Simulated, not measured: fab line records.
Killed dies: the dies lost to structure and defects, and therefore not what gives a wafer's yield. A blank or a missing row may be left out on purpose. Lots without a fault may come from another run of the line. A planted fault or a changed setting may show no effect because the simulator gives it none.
fab line records / flow nand-harc / part 2 of 2: steps 26 to 33 of 33
record lots=5 wafers=15 last-day=32
route steps=1302 shown A_STAIRCASE@804
lots with no fault: from the same line, run without faults
start-h: start of the lot's first displayed wafer, in hours after the record's first day / wait-h: time in hours since the lot's previous step / " identical to the entry in the row above / L1.1+2: a row that stands for several wafers / - no value, or no start given / * or withheld: withheld / < > ~ a bound
route shown NAME@n: names a module that has steps shown in the file, with the first one's number in the route / usual: the fault-free wafers' mean and standard deviation / same: alike in all rows / chamber/n: place in a boat / sites: readings site by site / _std_site: their standard deviation / _edge_site: the outer-site mean with the inner-site mean subtracted / radius-mm: for every site, how far away it sits from the centre of the wafer / mask NAME#n: copy n / behind: the most recent tool/chamber to have shaped the wafer / hold: why the lot was held/for how many hours/how that ended / device: the n, p or np transistor that did not switch / end of line: the route-end tests of the same wafers / a step with no rows: only its recipe / killed: the dies lost at the first sort to structure and to defects; this is not the yield of the wafer / map: the dies of a wafer, with x for killed, . for not killed, _ for no die there
set.NAME: the setting as run; set.NAME@STEP: as run at that earlier step / model.NAME: the simulator's own value behind a step, which no gauge read
lots seen at some steps along the route; tables by step, rows by wafer
services: when a tool's chamber went out of use (start-h, in hours from the record's first day, below 0 if earlier), for how many hours, and the reason
## steps
# step NHARC_A_STAIRCASE_HM_OPEN_463
# recipe o2-flow-sccm=400 cos-flow-sccm=20 ar-flow-sccm=0 rf-w=500 bias-w=300 chemistry=O2/COS
# usual drypump-motor-current-A=5.8/0.52 o2-flow-sccm=399.9/1.1 oes-product-au=1.002/0.0073 rf-vpp-V=466/3.4 showerhead-plenum-p-Torr=3.08/0.15 throttle-valve-pct=28.329/0.0082
lot.wafer=L080.4 tool=rie-diel-09 chamber=3 start-h=- wait-h=- drypump-motor-current-A=6.4 o2-flow-sccm=399.5 oes-product-au=0.999 rf-hours-counter-h=29 rf-vpp-V=467 showerhead-plenum-p-Torr=3.13 throttle-valve-pct=28.338
lot.wafer=L080.2 tool=rie-diel-09 chamber=2 start-h=- wait-h=- drypump-motor-current-A=6.2 o2-flow-sccm=401.7 oes-product-au=1.002 rf-hours-counter-h=29 rf-vpp-V=473 showerhead-plenum-p-Torr=3.36 throttle-valve-pct=28.324
lot.wafer=L080.6 tool=rie-diel-09 chamber=3 start-h=- wait-h=- drypump-motor-current-A=6.5 o2-flow-sccm=400.3 oes-product-au=1.005 rf-hours-counter-h=- rf-vpp-V=466 showerhead-plenum-p-Torr=3.13 throttle-valve-pct=28.338
lot.wafer=L082.4 tool=rie-diel-09 chamber=2 start-h=- wait-h=- drypump-motor-current-A=6.2 o2-flow-sccm=398.8 oes-product-au=1.002 rf-hours-counter-h=38 rf-vpp-V=474 showerhead-plenum-p-Torr=3.35 throttle-valve-pct=28.326
lot.wafer=L082.2 tool=rie-diel-09 chamber=3 start-h=- wait-h=- drypump-motor-current-A=6.5 o2-flow-sccm=399.9 oes-product-au=1.002 rf-hours-counter-h=36 rf-vpp-V=468 showerhead-plenum-p-Torr=3.13 throttle-valve-pct=28.327
lot.wafer=L082.5 tool=rie-diel-09 chamber=0 start-h=- wait-h=- drypump-motor-current-A=6.0 o2-flow-sccm=399.0 oes-product-au=1.009 rf-hours-counter-h=- rf-vpp-V=463 showerhead-plenum-p-Torr=2.93 throttle-valve-pct=28.325
lot.wafer=L090.1 tool=rie-diel-09 chamber=0 start-h=- wait-h=- drypump-motor-current-A=6.0 o2-flow-sccm=400.5 oes-product-au=1.001 rf-hours-counter-h=11 rf-vpp-V=463 showerhead-plenum-p-Torr=2.92 throttle-valve-pct=28.345
lot.wafer=L090.2 tool=rie-diel-09 chamber=3 start-h=- wait-h=- drypump-motor-current-A=6.5 o2-flow-sccm=398.1 oes-product-au=0.996 rf-hours-counter-h=9 rf-vpp-V=466 showerhead-plenum-p-Torr=3.12 throttle-valve-pct=28.321
lot.wafer=L090.5 tool=rie-diel-09 chamber=0 start-h=- wait-h=- drypump-motor-current-A=6.0 o2-flow-sccm=400.2 oes-product-au=1.000 rf-hours-counter-h=- rf-vpp-V=461 showerhead-plenum-p-Torr=2.92 throttle-valve-pct=28.324
lot.wafer=L092.1 tool=rie-diel-06 chamber=3 start-h=561.33 wait-h=- drypump-motor-current-A=5.7 o2-flow-sccm=399.7 oes-product-au=1.007 rf-hours-counter-h=23 rf-vpp-V=464 showerhead-plenum-p-Torr=2.93 throttle-valve-pct=28.335
lot.wafer=L092.3 tool=rie-diel-06 chamber=1 start-h=561.33 wait-h=- drypump-motor-current-A=6.3 o2-flow-sccm=398.1 oes-product-au=1.014 rf-hours-counter-h=23 rf-vpp-V=464 showerhead-plenum-p-Torr=2.97 throttle-valve-pct=28.337
lot.wafer=L092.5 tool=rie-diel-06 chamber=0 start-h=561.33 wait-h=- drypump-motor-current-A=5.2 o2-flow-sccm=399.7 oes-product-au=1.011 rf-hours-counter-h=- rf-vpp-V=464 showerhead-plenum-p-Torr=2.94 throttle-valve-pct=28.327
lot.wafer=L094.1 tool=rie-diel-01 chamber=3 start-h=- wait-h=- drypump-motor-current-A=5.9 o2-flow-sccm=399.4 oes-product-au=1.003 rf-hours-counter-h=2 rf-vpp-V=463 showerhead-plenum-p-Torr=2.94 throttle-valve-pct=28.340
lot.wafer=L094.3 tool=rie-diel-01 chamber=0 start-h=- wait-h=- drypump-motor-current-A=5.4 o2-flow-sccm=399.5 oes-product-au=1.002 rf-hours-counter-h=3 rf-vpp-V=465 showerhead-plenum-p-Torr=3.04 throttle-valve-pct=28.322
lot.wafer=L094.5 tool=rie-diel-01 chamber=2 start-h=- wait-h=- drypump-motor-current-A=5.7 o2-flow-sccm=398.4 oes-product-au=1.002 rf-hours-counter-h=- rf-vpp-V=470 showerhead-plenum-p-Torr=3.32 throttle-valve-pct=28.328
# step NHARC_A_STAIRCASE_STRIP_464
# recipe o2-flow-sccm=400 cos-flow-sccm=20 ar-flow-sccm=0 bias-w=0 chemistry=O2/COS
lot.wafer=L080.4+2+6 tool=rie-diel-09 chamber=1,2,0 start-h=- wait-h=-
lot.wafer=L082.2+4+5 tool=rie-diel-09 chamber=0,1,0 start-h=- wait-h=-
lot.wafer=L090.2+1+5 tool=rie-diel-09 chamber=0,1,3 start-h=- wait-h=-
lot.wafer=L092.1+3+5 tool=rie-diel-06 chamber=2,3,3 start-h=- wait-h=-
lot.wafer=L094.3+1+5 tool=rie-diel-01 chamber=0,2,1 start-h=- wait-h=-
# step NHARC_A_STAIRCASE_ETCH_453
# recipe target-depth-a=300 overetch-a=30 time-s=16.5 ion-energy-ev=100 cf4-flow-sccm=80 o2-flow-sccm=20 ar-flow-sccm=0 rf-w=300 bias-w=100 chemistry=CF4/O2
# usual drypump-motor-current-A=5.8/0.52 o2-flow-sccm=20.01/0.064 oes-product-au=1.000/0.0071 rf-vpp-V=197.5/1.6 showerhead-plenum-p-Torr=1.32/0.068 throttle-valve-pct=13.397/0.0081
lot.wafer=L080.2 tool=rie-diel-09 chamber=1 start-h=- wait-h=- drypump-motor-current-A=4.7 o2-flow-sccm=19.92 oes-product-au=0.998 rf-hours-counter-h=33 rf-vpp-V=198.2 showerhead-plenum-p-Torr=1.35 throttle-valve-pct=13.397
lot.wafer=L080.4 tool=rie-diel-09 chamber=3 start-h=- wait-h=- drypump-motor-current-A=6.4 o2-flow-sccm=20.07 oes-product-au=1.005 rf-hours-counter-h=29 rf-vpp-V=198.1 showerhead-plenum-p-Torr=1.34 throttle-valve-pct=13.401
lot.wafer=L080.6 tool=rie-diel-09 chamber=1 start-h=- wait-h=- drypump-motor-current-A=4.7 o2-flow-sccm=19.99 oes-product-au=0.992 rf-hours-counter-h=- rf-vpp-V=195.9 showerhead-plenum-p-Torr=1.35 throttle-valve-pct=13.389
lot.wafer=L082.2 tool=rie-diel-09 chamber=2 start-h=- wait-h=- drypump-motor-current-A=6.1 o2-flow-sccm=20.05 oes-product-au=1.004 rf-hours-counter-h=38 rf-vpp-V=197.8 showerhead-plenum-p-Torr=1.44 throttle-valve-pct=13.402
lot.wafer=L082.4 tool=rie-diel-09 chamber=3 start-h=- wait-h=- drypump-motor-current-A=6.4 o2-flow-sccm=20.13 oes-product-au=1.011 rf-hours-counter-h=36 rf-vpp-V=196.5 showerhead-plenum-p-Torr=1.34 throttle-valve-pct=13.396
lot.wafer=L082.5 tool=rie-diel-09 chamber=1 start-h=- wait-h=- drypump-motor-current-A=4.7 o2-flow-sccm=19.97 oes-product-au=1.000 rf-hours-counter-h=- rf-vpp-V=199.2 showerhead-plenum-p-Torr=1.35 throttle-valve-pct=13.392
lot.wafer=L090.2 tool=rie-diel-09 chamber=3 start-h=- wait-h=- drypump-motor-current-A=6.4 o2-flow-sccm=19.93 oes-product-au=0.988 rf-hours-counter-h=9 rf-vpp-V=196.6 showerhead-plenum-p-Torr=1.33 throttle-valve-pct=13.393
lot.wafer=L090.1 tool=rie-diel-09 chamber=1 start-h=- wait-h=- drypump-motor-current-A=4.7 o2-flow-sccm=19.99 oes-product-au=0.992 rf-hours-counter-h=10 rf-vpp-V=198.1 showerhead-plenum-p-Torr=1.34 throttle-valve-pct=13.406
lot.wafer=L090.5 tool=rie-diel-09 chamber=3 start-h=- wait-h=- drypump-motor-current-A=6.5 o2-flow-sccm=19.97 oes-product-au=1.011 rf-hours-counter-h=- rf-vpp-V=197.3 showerhead-plenum-p-Torr=1.33 throttle-valve-pct=13.400
lot.wafer=L092.3 tool=rie-diel-09 chamber=3 start-h=562.12 wait-h=- drypump-motor-current-A=6.5 o2-flow-sccm=20.06 oes-product-au=1.008 rf-hours-counter-h=17 rf-vpp-V=196.1 showerhead-plenum-p-Torr=1.33 throttle-valve-pct=13.395
lot.wafer=L092.1 tool=rie-diel-09 chamber=2 start-h=562.12 wait-h=- drypump-motor-current-A=6.1 o2-flow-sccm=19.97 oes-product-au=1.002 rf-hours-counter-h=17 rf-vpp-V=199.0 showerhead-plenum-p-Torr=1.43 throttle-valve-pct=13.385
lot.wafer=L092.5 tool=rie-diel-09 chamber=3 start-h=562.12 wait-h=- drypump-motor-current-A=6.4 o2-flow-sccm=19.99 oes-product-au=1.011 rf-hours-counter-h=- rf-vpp-V=198.0 showerhead-plenum-p-Torr=1.33 throttle-valve-pct=13.398
lot.wafer=L094.1 tool=rie-diel-01 chamber=2 start-h=- wait-h=- drypump-motor-current-A=5.8 o2-flow-sccm=19.99 oes-product-au=1.001 rf-hours-counter-h=3 rf-vpp-V=198.4 showerhead-plenum-p-Torr=1.42 throttle-valve-pct=13.393
lot.wafer=L094.3 tool=rie-diel-01 chamber=0 start-h=- wait-h=- drypump-motor-current-A=5.4 o2-flow-sccm=20.05 oes-product-au=0.999 rf-hours-counter-h=3 rf-vpp-V=197.7 showerhead-plenum-p-Torr=1.30 throttle-valve-pct=13.409
lot.wafer=L094.5 tool=rie-diel-01 chamber=2 start-h=- wait-h=- drypump-motor-current-A=5.8 o2-flow-sccm=19.95 oes-product-au=1.005 rf-hours-counter-h=- rf-vpp-V=199.6 showerhead-plenum-p-Torr=1.42 throttle-valve-pct=13.388
# step NHARC_A_STAIRCASE_ETCH_315
# recipe target-depth-a=25000 time-s=607.1 ion-energy-ev=800 c4f8-flow-sccm=80 o2-flow-sccm=60 ar-flow-sccm=withheld rf-w=600 bias-w=3000 chemistry=C4F8/O2/Ar
# usual oes-product-au=0.933/0.0077 rf-vpp-V=1824/12
lot.wafer=L080.4 tool=rie-diel-09 chamber=1 start-h=- wait-h=- oes-product-au=0.937 rf-hours-counter-h=33 rf-vpp-V=1829
lot.wafer=L080.2 tool=rie-diel-09 chamber=0 start-h=- wait-h=- oes-product-au=0.922 rf-hours-counter-h=32 rf-vpp-V=1811
lot.wafer=L080.6 tool=rie-diel-09 chamber=2 start-h=- wait-h=- oes-product-au=0.932 rf-hours-counter-h=- rf-vpp-V=1845
lot.wafer=L082.2 tool=rie-diel-09 chamber=0 start-h=- wait-h=- oes-product-au=0.936 rf-hours-counter-h=39 rf-vpp-V=1809
lot.wafer=L082.4 tool=rie-diel-09 chamber=1 start-h=- wait-h=- oes-product-au=0.940 rf-hours-counter-h=43 rf-vpp-V=1828
lot.wafer=L082.5 tool=rie-diel-09 chamber=1 start-h=- wait-h=- oes-product-au=0.929 rf-hours-counter-h=- rf-vpp-V=1828
lot.wafer=L090.2 tool=rie-diel-09 chamber=1 start-h=- wait-h=- oes-product-au=0.927 rf-hours-counter-h=10 rf-vpp-V=1828
lot.wafer=L090.1 tool=rie-diel-09 chamber=3 start-h=- wait-h=- oes-product-au=0.935 rf-hours-counter-h=10 rf-vpp-V=1826
lot.wafer=L090.5 tool=rie-diel-09 chamber=1 start-h=- wait-h=- oes-product-au=0.928 rf-hours-counter-h=- rf-vpp-V=1828
lot.wafer=L092.3 tool=rie-diel-09 chamber=1 start-h=- wait-h=- oes-product-au=0.932 rf-hours-counter-h=20 rf-vpp-V=1826
lot.wafer=L092.1 tool=rie-diel-09 chamber=3 start-h=- wait-h=- oes-product-au=0.932 rf-hours-counter-h=17 rf-vpp-V=1825
lot.wafer=L092.5 tool=rie-diel-09 chamber=1 start-h=- wait-h=- oes-product-au=0.937 rf-hours-counter-h=- rf-vpp-V=1827
lot.wafer=L094.1 tool=rie-diel-01 chamber=3 start-h=- wait-h=- oes-product-au=0.944 rf-hours-counter-h=3 rf-vpp-V=1811
lot.wafer=L094.3 tool=rie-diel-01 chamber=0 start-h=- wait-h=- oes-product-au=0.940 rf-hours-counter-h=3 rf-vpp-V=1821
lot.wafer=L094.5 tool=rie-diel-01 chamber=0 start-h=- wait-h=- oes-product-au=0.943 rf-hours-counter-h=- rf-vpp-V=1820
# step NHARC_A_STAIRCASE_STRIP_316
# recipe o2-flow-sccm=500 ar-flow-sccm=0 bias-w=0 chemistry=O2
# usual drypump-motor-current-A=5.8/0.52 o2-flow-sccm=500.2/1.3 oes-product-au=1.001/0.007 rf-vpp-V=57.6/0.91 showerhead-plenum-p-Torr=3.49/0.17 throttle-valve-pct=17.037/0.0084
lot.wafer=L080.2 tool=rie-diel-09 chamber=1 start-h=- wait-h=- drypump-motor-current-A=4.7 o2-flow-sccm=501.4 oes-product-au=1.003 rf-hours-counter-h=33 rf-vpp-V=58.2 showerhead-plenum-p-Torr=3.56 throttle-valve-pct=17.040
lot.wafer=L080.4 tool=rie-diel-09 chamber=2 start-h=- wait-h=- drypump-motor-current-A=6.2 o2-flow-sccm=497.4 oes-product-au=1.000 rf-hours-counter-h=30 rf-vpp-V=58.7 showerhead-plenum-p-Torr=3.79 throttle-valve-pct=17.033
lot.wafer=L080.6 tool=rie-diel-09 chamber=2 start-h=- wait-h=- drypump-motor-current-A=6.1 o2-flow-sccm=499.0 oes-product-au=0.993 rf-hours-counter-h=- rf-vpp-V=59.2 showerhead-plenum-p-Torr=3.79 throttle-valve-pct=17.025
lot.wafer=L082.2 tool=rie-diel-09 chamber=0 start-h=- wait-h=- drypump-motor-current-A=6.0 o2-flow-sccm=500.8 oes-product-au=1.001 rf-hours-counter-h=39 rf-vpp-V=57.3 showerhead-plenum-p-Torr=3.31 throttle-valve-pct=17.031
lot.wafer=L082.4 tool=rie-diel-09 chamber=3 start-h=- wait-h=- drypump-motor-current-A=6.5 o2-flow-sccm=499.6 oes-product-au=1.006 rf-hours-counter-h=36 rf-vpp-V=57.2 showerhead-plenum-p-Torr=3.54 throttle-valve-pct=17.040
lot.wafer=L082.5 tool=rie-diel-09 chamber=1 start-h=- wait-h=- drypump-motor-current-A=4.7 o2-flow-sccm=499.9 oes-product-au=1.004 rf-hours-counter-h=- rf-vpp-V=57.4 showerhead-plenum-p-Torr=3.55 throttle-valve-pct=17.044
lot.wafer=L090.2 tool=rie-diel-09 chamber=3 start-h=- wait-h=- drypump-motor-current-A=6.4 o2-flow-sccm=502.5 oes-product-au=1.011 rf-hours-counter-h=10 rf-vpp-V=57.5 showerhead-plenum-p-Torr=3.53 throttle-valve-pct=17.026
lot.wafer=L090.1 tool=rie-diel-09 chamber=0 start-h=- wait-h=- drypump-motor-current-A=6.0 o2-flow-sccm=499.0 oes-product-au=0.986 rf-hours-counter-h=11 rf-vpp-V=57.7 showerhead-plenum-p-Torr=3.30 throttle-valve-pct=17.051
lot.wafer=L090.5 tool=rie-diel-09 chamber=1 start-h=- wait-h=- drypump-motor-current-A=4.7 o2-flow-sccm=500.2 oes-product-au=1.002 rf-hours-counter-h=- rf-vpp-V=57.1 showerhead-plenum-p-Torr=3.54 throttle-valve-pct=17.034
lot.wafer=L092.3 tool=rie-diel-06 chamber=1 start-h=562.76 wait-h=- drypump-motor-current-A=6.3 o2-flow-sccm=499.3 oes-product-au=0.991 rf-hours-counter-h=25 rf-vpp-V=57.3 showerhead-plenum-p-Torr=3.35 throttle-valve-pct=17.035
lot.wafer=L092.1 tool=rie-diel-06 chamber=2 start-h=562.76 wait-h=- drypump-motor-current-A=6.1 o2-flow-sccm=500.5 oes-product-au=0.994 rf-hours-counter-h=26 rf-vpp-V=59.6 showerhead-plenum-p-Torr=3.69 throttle-valve-pct=17.037
lot.wafer=L092.5 tool=rie-diel-06 chamber=1 start-h=562.76 wait-h=- drypump-motor-current-A=6.3 o2-flow-sccm=500.2 oes-product-au=1.000 rf-hours-counter-h=- rf-vpp-V=57.8 showerhead-plenum-p-Torr=3.35 throttle-valve-pct=17.040
lot.wafer=L094.1 tool=rie-diel-01 chamber=2 start-h=- wait-h=- drypump-motor-current-A=5.7 o2-flow-sccm=500.8 oes-product-au=1.011 rf-hours-counter-h=3 rf-vpp-V=57.3 showerhead-plenum-p-Torr=3.74 throttle-valve-pct=17.038
lot.wafer=L094.3 tool=rie-diel-01 chamber=3 start-h=- wait-h=- drypump-motor-current-A=5.9 o2-flow-sccm=500.6 oes-product-au=1.002 rf-hours-counter-h=3 rf-vpp-V=58.5 showerhead-plenum-p-Torr=3.32 throttle-valve-pct=17.038
lot.wafer=L094.5 tool=rie-diel-01 chamber=2 start-h=- wait-h=- drypump-motor-current-A=5.7 o2-flow-sccm=501.8 oes-product-au=1.015 rf-hours-counter-h=- rf-vpp-V=57.8 showerhead-plenum-p-Torr=3.74 throttle-valve-pct=17.041
# step NHARC_A_STAIRCASE_STRIP_317
# recipe time-s=900 temp-c=130 chemistry=SPM
lot.wafer=L080.6+2+4 tool=wet-bench-04 chamber=3,5,6 start-h=429.15 wait-h=-
lot.wafer=L082.5+4+2 tool=wet-bench-04 chamber=5,6,0 start-h=456.02 wait-h=-
lot.wafer=L090.2+5+1 tool=wet-bench-09 chamber=0,2,3 start-h=546.10 wait-h=-
lot.wafer=L092.3+5+1 tool=wet-bench-09 chamber=6,7,0 start-h=563.07 wait-h=-
lot.wafer=L094.5+1+3 tool=wet-bench-09 chamber=2,5,7 start-h=586.50 wait-h=-
# step NHARC_A_STAIRCASE_PRECLEAN_318
# recipe time-s=* temp-c=50 bath-age-min=0 chemistry=SC1
lot.wafer=L080.6+2+4 tool=wet-bench-04 chamber=3,5,6 start-h=- wait-h=-
lot.wafer=L082.5+4+2 tool=wet-bench-04 chamber=5,6,0 start-h=- wait-h=-
lot.wafer=L090.2+5+1 tool=wet-bench-09 chamber=0,2,3 start-h=- wait-h=-
lot.wafer=L092.3+5+1 tool=wet-bench-09 chamber=6,7,0 start-h=- wait-h=-
lot.wafer=L094.5+1+3 tool=wet-bench-09 chamber=2,5,7 start-h=- wait-h=-
# step NHARC_A_STAIRCASE_SRD_329
lot.wafer=L080.6+2+4 tool=wet-bench-04 chamber=3,5,6 start-h=- wait-h=-
lot.wafer=L082.5+4+2 tool=wet-bench-04 chamber=5,6,0 start-h=- wait-h=-
lot.wafer=L090.2+5+1 tool=wet-bench-09 chamber=0,2,3 start-h=- wait-h=-
lot.wafer=L092.3+5+1 tool=wet-bench-09 chamber=6,7,0 start-h=- wait-h=-
lot.wafer=L094.5+1+3 tool=wet-bench-09 chamber=2,5,7 start-h=- wait-h=-
## services
tool=wet-bench-06 chamber=- start-h=398.58 hours=3.9 kind=repair
tool=krf-scanner-04 chamber=- start-h=399.80 hours=1.7 kind=repair
tool=wet-bench-04 chamber=- start-h=403.24 hours=8.0 kind=pm
tool=rie-diel-06 chamber=0 start-h=420.24 hours=6.2 kind=repair
tool=rie-diel-09 chamber=0 start-h=421.94 hours=3.4 kind=repair
tool=litho-track-07 chamber=- start-h=426.00 hours=7.0 kind=pm
tool=pecvd-03 chamber=1 start-h=432.49 hours=1.8 kind=repair
tool=krf-scanner-04 chamber=- start-h=436.41 hours=0.4 kind=repair
tool=rie-diel-01 chamber=1 start-h=440.03 hours=2.8 kind=repair
tool=litho-track-03 chamber=- start-h=450.00 hours=7.0 kind=pm
tool=litho-track-05 chamber=- start-h=474.00 hours=7.0 kind=pm
tool=rie-diel-01 chamber=3 start-h=476.54 hours=5.0 kind=repair
tool=rie-diel-01 chamber=2 start-h=484.32 hours=20.3 kind=repair
tool=rie-diel-06 chamber=- start-h=485.02 hours=9.0 kind=pm
tool=pecvd-03 chamber=- start-h=499.17 hours=0.6 kind=repair
tool=rie-diel-09 chamber=- start-h=499.71 hours=9.0 kind=pm
tool=krf-scanner-04 chamber=- start-h=527.13 hours=4.0 kind=pm
tool=wet-bench-09 chamber=- start-h=528.81 hours=8.0 kind=pm
tool=rie-diel-06 chamber=0 start-h=545.26 hours=7.5 kind=repair
tool=wet-bench-06 chamber=- start-h=545.68 hours=8.0 kind=pm
tool=pecvd-03 chamber=- start-h=547.14 hours=13.0 kind=pm
tool=rie-diel-01 chamber=- start-h=561.14 hours=9.0 kind=pm
tool=pecvd-03 chamber=- start-h=568.87 hours=2.7 kind=repair
tool=wet-bench-04 chamber=- start-h=579.24 hours=8.0 kind=pm
